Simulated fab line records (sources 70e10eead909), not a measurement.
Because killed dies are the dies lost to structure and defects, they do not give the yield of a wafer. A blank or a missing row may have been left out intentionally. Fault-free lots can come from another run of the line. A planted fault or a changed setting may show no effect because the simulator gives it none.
fab line records -- flow nand-harc -- part 1 of 2: steps 1 to 24 of 32
record lots=5, wafers=15, last-day=33
route steps=1302 shown A_CONTACT@989
lots untouched by any fault: they come from a run of this same line in which no faults occurred
start-h: the number of hours between the record's first day and the start of the first shown wafer of the lot -- wait-h: hours from the lot's prior step to this one -- " same as the row above -- L1.1+2: several wafers, shown together as one row -- - no value, or no start was given -- * or withheld: withheld -- < > ~ a bound
route shown NAME@n: a module of which the file shows steps, and the number in the route of the first -- usual: average and standard deviation across the fault-free wafers -- same: alike in all rows -- chamber/n: place in a boat -- sites: each site's reading -- _std_site: their standard deviation -- _edge_site: inner sites' mean taken away from outer sites' mean -- radius-mm: for every site, how far away it sits from the centre of the wafer -- mask NAME#n: copy n -- behind: the tool/chamber that last shaped the wafer -- hold: why the lot was held/for how many hours/how that ended -- device: which transistor (n, p or np) failed to switch -- end of line: the same wafers' tests at the end of the route -- a step given without rows: its recipe and nothing more -- killed: not the wafer's yield, but the dies lost to structure and defects at the first sort -- map: shows each die of a wafer: x if killed, . if not, _ if none is there
set.NAME: the run value of the setting; set.NAME@STEP: its run value at that earlier step -- model.NAME: the simulator's own value behind a step, which no gauge read
certain route steps with their lots: each step a table, each wafer a row
services: from which hour (start-h, from the record's first day; less than 0 if before it) a tool's chamber was out of use, for how many hours, and why
## steps
# step NHARC_A_CONTACT_COAT_34
# recipe temp-c=260, time-s=75
lot.wafer,tool,chamber,start-h,wait-h
L085.2+3+5,litho-track-06,0,-,-
L088.2+3+5,litho-track-04,0,-,-
L091.1+2+3,litho-track-04,0,-,-
L095.2+4+5,litho-track-06,0,-,-
L097.3+5+6,litho-track-01,0,-,-
# step NHARC_A_CONTACT_COAT_35
# recipe temp-c=225, time-s=65
lot.wafer,tool,chamber,start-h,wait-h
L085.2+3+5,litho-track-06,0,-,-
L088.2+3+5,litho-track-04,0,-,-
L091.1+2+3,litho-track-04,0,-,-
L095.2+4+5,litho-track-06,0,-,-
L097.3+5+6,litho-track-01,0,-,-
# step NHARC_A_CONTACT_COAT_36
# recipe spin-rpm=1500, resist-thk-nm=90
lot.wafer,tool,chamber,start-h,wait-h
L085.2+3+5,litho-track-06,0,-,-
L088.2+3+5,litho-track-04,0,-,-
L091.1+2+3,litho-track-04,0,-,-
L095.2+4+5,litho-track-06,0,-,-
L097.3+5+6,litho-track-01,0,-,-
# step NHARC_A_CONTACT_SOFTBAKE_37
# recipe temp-c=105, time-s=55
lot.wafer,tool,chamber,start-h,wait-h
L085.2+3+5,litho-track-06,0,-,-
L088.2+3+5,litho-track-04,0,-,-
L091.1+2+3,litho-track-04,0,-,-
L095.2+4+5,litho-track-06,0,-,-
L097.3+5+6,litho-track-01,0,-,-
# step NHARC_A_CONTACT_EBR_38
lot.wafer,tool,chamber,start-h,wait-h
L085.2+3+5,litho-track-06,0,-,-
L088.2+3+5,litho-track-04,0,-,-
L091.1+2+3,litho-track-04,0,-,-
L095.2+4+5,litho-track-06,0,-,-
L097.3+5+6,litho-track-01,0,-,-
# step NHARC_A_CONTACT_EXPOSE_39
# recipe na=1.35, sigma-outer=0.8, dose-mj=58.79, mask-id=A_CC_3
# usual stage-vel-mm-s=500.02/0.27
# same na=1.35
lot.wafer,tool,chamber,start-h,wait-h,mask,stage-vel-mm-s
L085.2,arfi-scanner-02,0,605.87,-,A_CC_3#0,499.64
L085.3,arfi-scanner-02,0,605.87,-,A_CC_3#0,500.32
L085.5,arfi-scanner-02,0,605.87,-,A_CC_3#0,499.99
L088.2,arfi-scanner-01,0,657.74,-,A_CC_3#0,500.00
L088.3,arfi-scanner-01,0,657.74,-,A_CC_3#0,500.38
L088.5,arfi-scanner-01,0,657.74,-,A_CC_3#0,500.58
L091.1,arfi-scanner-02,0,682.51,-,A_CC_3#0,500.22
L091.2,arfi-scanner-02,0,682.51,-,A_CC_3#0,500.09
L091.3,arfi-scanner-02,0,682.51,-,A_CC_3#0,500.30
L095.2,arfi-scanner-02,0,699.63,-,A_CC_3#0,500.32
L095.4,arfi-scanner-02,0,699.63,-,A_CC_3#0,500.06
L095.5,arfi-scanner-02,0,699.63,-,A_CC_3#0,499.82
L097.3,arfi-scanner-03,0,717.24,-,A_CC_3#0,499.73
L097.5,arfi-scanner-03,0,717.24,-,A_CC_3#0,499.56
L097.6,arfi-scanner-03,0,717.24,-,A_CC_3#0,499.66
# step NHARC_A_CONTACT_PEB_40
# recipe peb-temp-c=100, peb-time-s=65
lot.wafer,tool,chamber,start-h,wait-h
L085.2+3+5,litho-track-04,0,605.93,0.1
L088.2+3+5,litho-track-01,0,657.80,0.1
L091.1+2+3,litho-track-04,0,682.57,0.1
L095.2+4+5,litho-track-06,0,699.69,0.1
L097.3+5+6,litho-track-01,0,717.30,0.0
# step NHARC_A_CONTACT_DEVELOP_41
# recipe develop-time-s=35, dev-temp-c=23
lot.wafer,tool,chamber,start-h,wait-h
L085.2+3+5,litho-track-04,0,-,-
L088.2+3+5,litho-track-01,0,-,-
L091.1+2+3,litho-track-04,0,-,-
L095.2+4+5,litho-track-06,0,-,-
L097.3+5+6,litho-track-01,0,-,-
# step NHARC_A_CONTACT_CD_MEAS_42
# recipe target-cd-nm=300, landing-energy-ev=500
# usual cd-nm=299.6/0.6
lot.wafer,tool,chamber,start-h,wait-h,cd-nm
L085.2,cd-sem-01,0,606.01,-,299.9
L085.3,cd-sem-01,0,606.01,-,299.8
L085.5,cd-sem-01,0,606.01,-,298.4
L088.2,cd-sem-02,0,657.88,-,299.0
L088.3,cd-sem-02,0,657.88,-,299.2
L088.5,cd-sem-02,0,657.88,-,298.1
L091.1,cd-sem-01,0,682.65,-,301.2
L091.2,cd-sem-01,0,682.65,-,299.5
L091.3,cd-sem-01,0,682.65,-,299.5
L095.2,cd-sem-01,0,699.77,-,300.3
L095.4,cd-sem-01,0,699.77,-,299.6
L095.5,cd-sem-01,0,699.77,-,299.6
L097.3,cd-sem-01,0,717.38,-,299.2
L097.5,cd-sem-01,0,717.38,-,299.5
L097.6,cd-sem-01,0,717.38,-,299.8
# step NHARC_A_CONTACT_OVL_MEAS_43
# usual overlay-x-nm=-0.1/0.78, overlay-y-nm=0.0/0.81
lot.wafer,tool,chamber,start-h,wait-h,overlay-x-nm,overlay-y-nm
L085.2,overlay-02,-,606.09,-,-1.2,1.0
L085.3,overlay-02,-,606.09,-,-0.2,1.2
L085.5,overlay-02,-,606.09,-,-1.1,0.7
L088.2,overlay-02,-,657.96,-,-0.5,0.4
L088.3,overlay-02,-,657.96,-,-0.6,1.3
L088.5,overlay-02,-,657.96,-,-0.3,0.9
L091.1,overlay-02,-,682.74,-,0.0,0.2
L091.2,overlay-02,-,682.74,-,0.6,-0.3
L091.3,overlay-02,-,682.74,-,0.4,-0.3
L095.2,overlay-02,-,699.85,-,0.9,0.3
L095.4,overlay-02,-,699.85,-,0.2,0.6
L095.5,overlay-02,-,699.85,-,1.6,0.6
L097.3,overlay-02,-,717.47,-,-0.6,0.9
L097.5,overlay-02,-,717.47,-,0.0,1.5
L097.6,overlay-02,-,717.47,-,0.4,0.6
# step NHARC_A_CONTACT_INSPECT_44
# usual raw-defect-count=69/37
lot.wafer,tool,chamber,start-h,wait-h,raw-defect-count
L085.2,defect-inspect-01,-,606.13,0.0,15
L085.3,defect-inspect-01,-,606.13,0.0,19
L085.5,defect-inspect-01,-,606.13,0.0,16
L088.2,defect-inspect-02,-,658.00,0.0,17
L088.3,defect-inspect-02,-,658.00,0.0,20
L088.5,defect-inspect-02,-,658.00,0.0,12
L091.1,defect-inspect-01,-,682.77,0.0,99
L091.2,defect-inspect-01,-,682.77,0.0,107
L091.3,defect-inspect-01,-,682.77,0.0,107
L095.2,defect-inspect-02,-,699.89,0.0,109
L095.4,defect-inspect-02,-,699.89,0.0,90
L095.5,defect-inspect-02,-,699.89,0.0,92
L097.3,defect-inspect-02,-,717.50,0.0,67
L097.5,defect-inspect-02,-,717.50,0.0,83
L097.6,defect-inspect-02,-,717.50,0.0,77
# step NHARC_A_CONTACT_DESCUM_47
# recipe time-s=3, o2-flow-sccm=200, ar-flow-sccm=0, bias-power-w=0, chemistry=O2
# usual drypump-motor-current-A=5.9/0.51, oes-product-au=0.998/0.011, rf-vpp-V=58.0/0.89, showerhead-plenum-p-Torr=1.92/0.085, throttle-valve-pct=11.310/0.0086
lot.wafer,tool,chamber,start-h,wait-h,drypump-motor-current-A,oes-product-au,rf-hours-counter-h,rf-vpp-V,showerhead-plenum-p-Torr,throttle-valve-pct
L085.2,rie-diel-08,0,606.19,0.1,5.6,0.992,9,56.7,1.85,11.304
L085.3,rie-diel-08,2,606.19,0.1,5.7,0.978,9,56.4,1.85,11.318
L085.5,rie-diel-08,1,606.19,0.1,6.7,0.981,-,56.1,1.88,11.322
L088.2,rie-diel-08,1,658.08,0.1,6.6,1.000,20,57.8,1.87,11.322
L088.3,rie-diel-08,2,658.08,0.1,5.7,0.988,20,58.0,1.84,11.318
L088.5,rie-diel-08,3,658.08,0.1,6.4,1.006,-,58.0,1.88,11.304
L091.3,rie-diel-04,3,682.84,0.1,5.5,0.991,49,57.5,2.06,11.308
L091.2,rie-diel-04,0,682.84,0.1,6.6,1.001,47,60.0,2.04,11.311
L091.1,rie-diel-04,1,682.84,0.1,5.8,1.003,42,57.7,1.87,11.314
L095.4,rie-diel-04,1,699.96,0.1,5.7,1.001,53,56.7,1.86,11.314
L095.2,rie-diel-04,2,699.96,0.1,5.1,0.995,50,56.7,2.02,11.324
L095.5,rie-diel-04,1,699.96,0.1,5.8,0.995,-,59.4,1.86,11.313
L097.3,rie-diel-08,0,717.58,0.1,5.6,0.988,31,58.4,1.84,11.307
L097.5,rie-diel-08,2,717.58,0.1,5.7,0.969,-,57.5,1.84,11.303
L097.6,rie-diel-08,3,717.58,0.1,6.5,1.004,-,57.6,1.88,11.326
# step NHARC_A_CONTACT_ETCH_48
# recipe target-depth-a=390, over-etch-frac=0.3, time-s=65, ion-energy-ev=80, cf4-flow-sccm=150, ar-flow-sccm=0, rf-w=300, bias-w=100, chemistry=CF4
# usual drypump-motor-current-A=5.9/0.5, oes-product-au=0.997/0.012, rf-vpp-V=151.3/1.2, showerhead-plenum-p-Torr=1.77/0.07, throttle-valve-pct=13.283/0.0096
lot.wafer,tool,chamber,start-h,wait-h,drypump-motor-current-A,oes-product-au,rf-hours-counter-h,rf-vpp-V,showerhead-plenum-p-Torr,throttle-valve-pct
L085.3,rie-diel-08,0,606.46,0.2,5.6,0.989,9,151.2,1.71,13.284
L085.2,rie-diel-08,1,606.46,0.2,6.7,0.981,9,150.0,1.74,13.289
L085.5,rie-diel-08,2,606.46,0.2,5.7,0.968,-,151.4,1.71,13.284
L088.2,rie-diel-08,1,658.15,0.1,6.6,1.002,20,150.8,1.73,13.307
L088.3,rie-diel-08,3,658.15,0.1,6.4,1.017,20,151.2,1.74,13.288
L088.5,rie-diel-08,1,658.15,0.1,6.6,1.005,-,151.3,1.73,13.281
L091.3,rie-diel-04,0,682.97,0.1,6.7,1.002,47,153.1,1.88,13.273
L091.2,rie-diel-04,2,682.97,0.1,5.1,0.989,43,153.2,1.86,13.292
L091.1,rie-diel-04,3,682.97,0.1,5.5,0.983,49,151.9,1.89,13.278
L095.2,rie-diel-04,1,700.09,0.1,5.8,1.000,53,148.9,1.73,13.281
L095.4,rie-diel-04,0,700.09,0.1,6.7,0.995,56,153.0,1.88,13.272
L095.5,rie-diel-04,1,700.09,0.1,5.7,1.003,-,150.9,1.73,13.295
L097.3,rie-diel-08,0,717.65,0.1,5.6,1.009,31,151.4,1.71,13.287
L097.5,rie-diel-08,0,717.65,0.1,5.6,1.004,-,150.4,1.71,13.288
L097.6,rie-diel-08,1,717.65,0.1,6.6,0.991,-,150.2,1.73,13.272
# step NHARC_A_CONTACT_ETCH_49
# recipe target-depth-a=2600, over-etch-frac=0.3, time-s=475.3, ion-energy-ev=200, n2-flow-sccm=150, h2-flow-sccm=150, ar-flow-sccm=0, rf-w=400, bias-w=150, chemistry=N2/H2
# usual drypump-motor-current-A=5.9/0.51, oes-product-au=0.997/0.011, rf-vpp-V=430.6/2.6, showerhead-plenum-p-Torr=2.04/0.093, throttle-valve-pct=14.171/0.0096
lot.wafer,tool,chamber,start-h,wait-h,drypump-motor-current-A,oes-product-au,rf-hours-counter-h,rf-vpp-V,showerhead-plenum-p-Torr,throttle-valve-pct
L085.3,rie-diel-08,2,-,-,5.7,0.968,9,428.4,1.97,14.163
L085.2,rie-diel-08,1,-,-,6.7,0.977,9,429.9,2.00,14.181
L085.5,rie-diel-08,3,-,-,6.5,0.997,-,430.8,2.01,14.174
L088.3,rie-diel-08,1,-,-,6.6,0.993,20,430.0,2.00,14.175
L088.2,rie-diel-08,0,-,-,5.6,1.003,20,429.3,1.97,14.166
L088.5,rie-diel-08,2,-,-,5.7,0.990,-,429.3,1.96,14.155
L091.3,rie-diel-04,1,-,-,5.7,1.005,42,429.9,1.99,14.153
L091.1,rie-diel-04,2,-,-,5.1,0.997,43,433.0,2.16,14.166
L091.2,rie-diel-04,3,-,-,5.5,0.985,49,433.3,2.20,14.166
L095.2,rie-diel-04,3,-,-,5.5,0.982,55,435.5,2.20,14.175
L095.4,rie-diel-04,1,-,-,5.7,1.010,53,430.2,1.98,14.176
L095.5,rie-diel-04,3,-,-,5.5,0.990,-,435.5,2.20,14.172
L097.3,rie-diel-08,1,-,-,6.6,0.982,29,428.8,1.99,14.164
L097.6,rie-diel-08,1,-,-,6.7,0.988,-,427.8,1.99,14.166
L097.5,rie-diel-08,2,-,-,5.7,0.981,-,428.8,1.96,14.158
# step NHARC_A_CONTACT_ETCH_50
# recipe target-depth-a=1210, time-s=60.5, cf4-flow-sccm=100, chf3-flow-sccm=30, ar-flow-sccm=0, rf-w=500, bias-w=200, chemistry=CF4/CHF3
# usual drypump-motor-current-A=5.9/0.51, oes-product-au=0.944/0.021, rf-vpp-V=370.8/2.3, showerhead-plenum-p-Torr=1.58/0.066, throttle-valve-pct=16.803/0.0086
lot.wafer,tool,chamber,start-h,wait-h,drypump-motor-current-A,oes-product-au,rf-hours-counter-h,rf-vpp-V,showerhead-plenum-p-Torr,throttle-valve-pct
L085.2,rie-diel-08,0,-,-,5.6,0.947,10,368.4,1.52,16.787
L085.3,rie-diel-08,1,-,-,6.6,0.945,10,370.7,1.55,16.811
L085.5,rie-diel-08,0,-,-,5.6,0.940,-,367.9,1.52,16.810
L088.2,rie-diel-08,0,-,-,5.6,0.959,20,368.4,1.52,16.792
L088.3,rie-diel-08,1,-,-,6.6,0.972,20,370.0,1.54,16.806
L088.5,rie-diel-08,0,-,-,5.6,0.951,-,367.1,1.52,16.815
L091.2,rie-diel-04,2,-,-,5.1,0.932,43,374.4,1.66,16.816
L091.3,rie-diel-04,3,-,-,5.5,0.921,49,374.4,1.69,16.815
L091.1,rie-diel-04,0,-,-,6.7,0.931,47,374.4,1.67,16.802
L095.4,rie-diel-04,0,-,-,6.6,0.925,57,373.5,1.67,16.798
L095.2,rie-diel-04,1,-,-,5.8,0.926,53,368.5,1.53,16.805
L095.5,rie-diel-04,1,-,-,5.7,0.922,-,370.4,1.53,16.796
L097.3,rie-diel-08,1,-,-,6.6,0.913,29,369.6,1.54,16.801
L097.6,rie-diel-08,3,-,-,6.5,0.927,-,371.3,1.54,16.796
L097.5,rie-diel-08,0,-,-,5.6,0.925,-,368.1,1.52,16.811
# step NHARC_A_CONTACT_ETCH_51
# recipe target-depth-a=70000, over-etch-frac=0.3, time-s=1820, ion-energy-ev=150, o2-flow-sccm=400, cos-flow-sccm=20, ar-flow-sccm=0, rf-w=500, bias-w=300, chemistry=O2/COS
# usual drypump-motor-current-A=5.9/0.51, oes-product-au=0.999/0.011, rf-vpp-V=314.3/2.1, showerhead-plenum-p-Torr=3.13/0.13, throttle-valve-pct=28.330/0.01
lot.wafer,tool,chamber,start-h,wait-h,drypump-motor-current-A,oes-product-au,rf-hours-counter-h,rf-vpp-V,showerhead-plenum-p-Torr,throttle-valve-pct
L085.3,rie-diel-08,2,-,-,5.7,0.970,10,312.1,3.02,28.312
L085.2,rie-diel-08,0,-,-,5.6,0.996,10,311.3,3.02,28.344
L085.5,rie-diel-08,2,-,-,5.7,0.970,-,313.9,3.02,28.329
L088.3,rie-diel-08,3,-,-,6.4,1.012,20,314.3,3.07,28.341
L088.2,rie-diel-08,2,-,-,5.7,0.983,20,312.7,3.01,28.320
L088.5,rie-diel-08,0,-,-,5.6,1.012,-,311.2,3.02,28.330
L091.3,rie-diel-04,1,-,-,5.8,1.008,43,313.3,3.05,28.331
L091.2,rie-diel-04,2,-,-,5.1,0.998,43,315.4,3.29,28.330
L091.1,rie-diel-04,3,-,-,5.5,1.006,49,316.7,3.35,28.322
L095.2,rie-diel-04,1,-,-,5.8,1.004,53,314.1,3.04,28.330
L095.4,rie-diel-04,0,-,-,6.7,0.998,57,316.2,3.32,28.327
L095.5,rie-diel-04,2,-,-,5.1,0.988,-,315.5,3.29,28.341
L097.3,rie-diel-08,1,-,-,6.6,0.985,29,315.0,3.06,28.336
L097.6,rie-diel-08,2,-,-,5.7,0.985,-,312.1,3.01,28.340
L097.5,rie-diel-08,3,-,-,6.5,1.000,-,312.4,3.07,28.325
# step NHARC_A_CONTACT_ETCH_111
# recipe source-w=withheld, pressure-mtorr=20, bias-v=withheld, time-s=140, target-depth-a=7000, ar-flow-sccm=withheld, c4f8-flow-sccm=withheld, o2-flow-sccm=withheld, chemistry=C4F8/O2/Ar
lot.wafer,tool,chamber,start-h,wait-h,rf-hours-counter-h
L085.2,har-cap-etch-01,0,608.90,-,15
L085.3,har-cap-etch-01,1,608.90,-,-
L085.5,har-cap-etch-01,1,608.90,-,-
L088.2,har-cap-etch-02,1,659.89,-,110
L088.3,har-cap-etch-02,1,659.89,-,-
L088.5,har-cap-etch-02,0,659.89,-,-
L091.2,har-cap-etch-03,1,684.73,-,73
L091.1,har-cap-etch-03,0,684.73,-,73
L091.3,har-cap-etch-03,1,684.73,-,-
L095.2,har-cap-etch-02,1,701.85,-,120
L095.4,har-cap-etch-02,1,701.85,-,-
L095.5,har-cap-etch-02,1,701.85,-,-
L097.3,har-cap-etch-01,1,719.48,-,-
L097.5,har-cap-etch-01,0,719.48,-,-
L097.6,har-cap-etch-01,1,719.48,-,-
# step NHARC_A_CONTACT_ETCH_112
# recipe source-w=withheld, pressure-mtorr=20, bias-v=3000, time-s=190, target-depth-a=18500, ar-flow-sccm=withheld, c4f8-flow-sccm=withheld, o2-flow-sccm=withheld, chemistry=C4F8/O2/Ar
lot.wafer,tool,chamber,start-h,wait-h,rf-hours-counter-h
L085.2,har-cap-etch-01,0,609.10,0.2,15
L085.3,har-cap-etch-01,1,609.10,0.2,-
L085.5,har-cap-etch-01,1,609.10,0.2,-
L088.2,har-cap-etch-02,1,660.09,0.2,110
L088.3,har-cap-etch-02,1,660.09,0.2,-
L088.5,har-cap-etch-02,0,660.09,0.2,-
L091.2,har-cap-etch-03,1,684.99,0.2,73
L091.1,har-cap-etch-03,0,684.99,0.2,73
L091.3,har-cap-etch-03,1,684.99,0.2,-
L095.2,har-cap-etch-02,1,702.05,0.2,121
L095.4,har-cap-etch-02,1,702.05,0.2,-
L095.5,har-cap-etch-02,1,702.05,0.2,-
L097.3,har-cap-etch-01,1,719.67,0.2,-
L097.5,har-cap-etch-01,0,719.67,0.2,-
L097.6,har-cap-etch-01,1,719.67,0.2,-
# step NHARC_A_CONTACT_ETCH_113
# recipe source-w=withheld, pressure-mtorr=20, bias-v=3000, time-s=190, target-depth-a=18500, ar-flow-sccm=withheld, c4f8-flow-sccm=withheld, o2-flow-sccm=withheld, chemistry=C4F8/O2/Ar
lot.wafer,tool,chamber,start-h,wait-h,rf-hours-counter-h
L085.2,har-cap-etch-01,0,609.28,0.1,16
L085.3,har-cap-etch-01,1,609.28,0.1,-
L085.5,har-cap-etch-01,1,609.28,0.1,-
L088.2,har-cap-etch-02,1,660.26,0.1,110
L088.3,har-cap-etch-02,1,660.26,0.1,-
L088.5,har-cap-etch-02,0,660.26,0.1,-
L091.2,har-cap-etch-03,1,685.23,0.2,74
L091.1,har-cap-etch-03,0,685.23,0.2,74
L091.3,har-cap-etch-03,1,685.23,0.2,-
L095.2,har-cap-etch-02,1,702.22,0.1,121
L095.4,har-cap-etch-02,1,702.22,0.1,-
L095.5,har-cap-etch-02,1,702.22,0.1,-
L097.3,har-cap-etch-01,1,719.84,0.1,-
L097.5,har-cap-etch-01,0,719.84,0.1,-
L097.6,har-cap-etch-01,1,719.84,0.1,-
# step NHARC_A_CONTACT_ETCH_114
# recipe source-w=withheld, pressure-mtorr=20, bias-v=3000, time-s=190, target-depth-a=18500, ar-flow-sccm=withheld, c4f8-flow-sccm=withheld, o2-flow-sccm=withheld, chemistry=C4F8/O2/Ar
lot.wafer,tool,chamber,start-h,wait-h,rf-hours-counter-h
L085.2,har-cap-etch-01,0,609.45,0.1,16
L085.3,har-cap-etch-01,1,609.45,0.1,-
L085.5,har-cap-etch-01,1,609.45,0.1,-
L088.2,har-cap-etch-02,1,660.44,0.1,110
L088.3,har-cap-etch-02,1,660.44,0.1,-
L088.5,har-cap-etch-02,0,660.44,0.1,-
L091.2,har-cap-etch-03,1,685.45,0.2,74
L091.1,har-cap-etch-03,0,685.45,0.2,74
L091.3,har-cap-etch-03,1,685.45,0.2,-
L095.2,har-cap-etch-02,1,702.39,0.1,121
L095.4,har-cap-etch-02,1,702.39,0.1,-
L095.5,har-cap-etch-02,1,702.39,0.1,-
L097.3,har-cap-etch-01,1,720.01,0.1,-
L097.5,har-cap-etch-01,0,720.01,0.1,-
L097.6,har-cap-etch-01,1,720.01,0.1,-
# step NHARC_A_CONTACT_ETCH_115
# recipe source-w=withheld, pressure-mtorr=20, bias-v=3000, time-s=190, target-depth-a=18500, ar-flow-sccm=withheld, c4f8-flow-sccm=withheld, o2-flow-sccm=withheld, chemistry=C4F8/O2/Ar
lot.wafer,tool,chamber,start-h,wait-h,rf-hours-counter-h
L085.2,har-cap-etch-01,0,609.62,0.1,16
L085.3,har-cap-etch-01,1,609.62,0.1,-
L085.5,har-cap-etch-01,1,609.62,0.1,-
L088.2,har-cap-etch-02,1,660.61,0.1,110
L088.3,har-cap-etch-02,1,660.61,0.1,-
L088.5,har-cap-etch-02,0,660.61,0.1,-
L091.2,har-cap-etch-03,1,685.68,0.2,74
L091.1,har-cap-etch-03,0,685.68,0.2,74
L091.3,har-cap-etch-03,1,685.68,0.2,-
L095.2,har-cap-etch-02,1,702.56,0.1,121
L095.4,har-cap-etch-02,1,702.56,0.1,-
L095.5,har-cap-etch-02,1,702.56,0.1,-
L097.3,har-cap-etch-01,1,720.18,0.1,-
L097.5,har-cap-etch-01,0,720.18,0.1,-
L097.6,har-cap-etch-01,1,720.18,0.1,-
# step NHARC_A_CONTACT_ETCH_116
# recipe source-w=withheld, pressure-mtorr=20, bias-v=3000, time-s=190, target-depth-a=18500, ar-flow-sccm=withheld, c4f8-flow-sccm=withheld, o2-flow-sccm=withheld, chemistry=C4F8/O2/Ar
lot.wafer,tool,chamber,start-h,wait-h,rf-hours-counter-h
L085.2,har-cap-etch-01,0,609.79,0.1,16
L085.3,har-cap-etch-01,1,609.79,0.1,-
L085.5,har-cap-etch-01,1,609.79,0.1,-
L088.2,har-cap-etch-02,1,660.78,0.1,110
L088.3,har-cap-etch-02,1,660.78,0.1,-
L088.5,har-cap-etch-02,0,660.78,0.1,-
L091.2,har-cap-etch-03,1,685.91,0.2,74
L091.1,har-cap-etch-03,0,685.91,0.2,74
L091.3,har-cap-etch-03,1,685.91,0.2,-
L095.2,har-cap-etch-02,1,702.73,0.1,121
L095.4,har-cap-etch-02,1,702.73,0.1,-
L095.5,har-cap-etch-02,1,702.73,0.1,-
L097.3,har-cap-etch-01,1,720.35,0.1,-
L097.5,har-cap-etch-01,0,720.35,0.1,-
L097.6,har-cap-etch-01,1,720.35,0.1,-
# step NHARC_A_CONTACT_ETCH_117
# recipe source-w=withheld, pressure-mtorr=20, bias-v=3000, time-s=190, target-depth-a=18500, ar-flow-sccm=withheld, c4f8-flow-sccm=withheld, o2-flow-sccm=withheld, chemistry=C4F8/O2/Ar
lot.wafer,tool,chamber,start-h,wait-h,rf-hours-counter-h
L085.2,har-cap-etch-01,0,609.96,0.1,16
L085.3,har-cap-etch-01,1,609.96,0.1,-
L085.5,har-cap-etch-01,1,609.96,0.1,-
L088.2,har-cap-etch-02,1,660.95,0.1,111
L088.3,har-cap-etch-02,1,660.95,0.1,-
L088.5,har-cap-etch-02,0,660.95,0.1,-
L091.2,har-cap-etch-03,1,686.14,0.2,74
L091.1,har-cap-etch-03,0,686.14,0.2,74
L091.3,har-cap-etch-03,1,686.14,0.2,-
L095.2,har-cap-etch-02,1,702.90,0.1,121
L095.4,har-cap-etch-02,1,702.90,0.1,-
L095.5,har-cap-etch-02,1,702.90,0.1,-
L097.3,har-cap-etch-01,1,720.52,0.1,-
L097.5,har-cap-etch-01,0,720.52,0.1,-
L097.6,har-cap-etch-01,1,720.52,0.1,-
# step NHARC_A_CONTACT_ETCH_118
# recipe source-w=withheld, pressure-mtorr=20, bias-v=3000, time-s=190, target-depth-a=18500, ar-flow-sccm=withheld, c4f8-flow-sccm=withheld, o2-flow-sccm=withheld, chemistry=C4F8/O2/Ar
lot.wafer,tool,chamber,start-h,wait-h,rf-hours-counter-h
L085.2,har-cap-etch-01,0,610.13,0.1,16
L085.3,har-cap-etch-01,1,610.13,0.1,-
L085.5,har-cap-etch-01,1,610.13,0.1,-
L088.2,har-cap-etch-02,1,661.12,0.1,111
L088.3,har-cap-etch-02,1,661.12,0.1,-
L088.5,har-cap-etch-02,0,661.12,0.1,-
L091.2,har-cap-etch-03,1,686.37,0.2,74
L091.1,har-cap-etch-03,0,686.37,0.2,74
L091.3,har-cap-etch-03,1,686.37,0.2,-
L095.2,har-cap-etch-02,1,703.07,0.1,122
L095.4,har-cap-etch-02,1,703.07,0.1,-
L095.5,har-cap-etch-02,1,703.07,0.1,-
L097.3,har-cap-etch-01,1,720.69,0.1,-
L097.5,har-cap-etch-01,0,720.69,0.1,-
L097.6,har-cap-etch-01,1,720.69,0.1,-
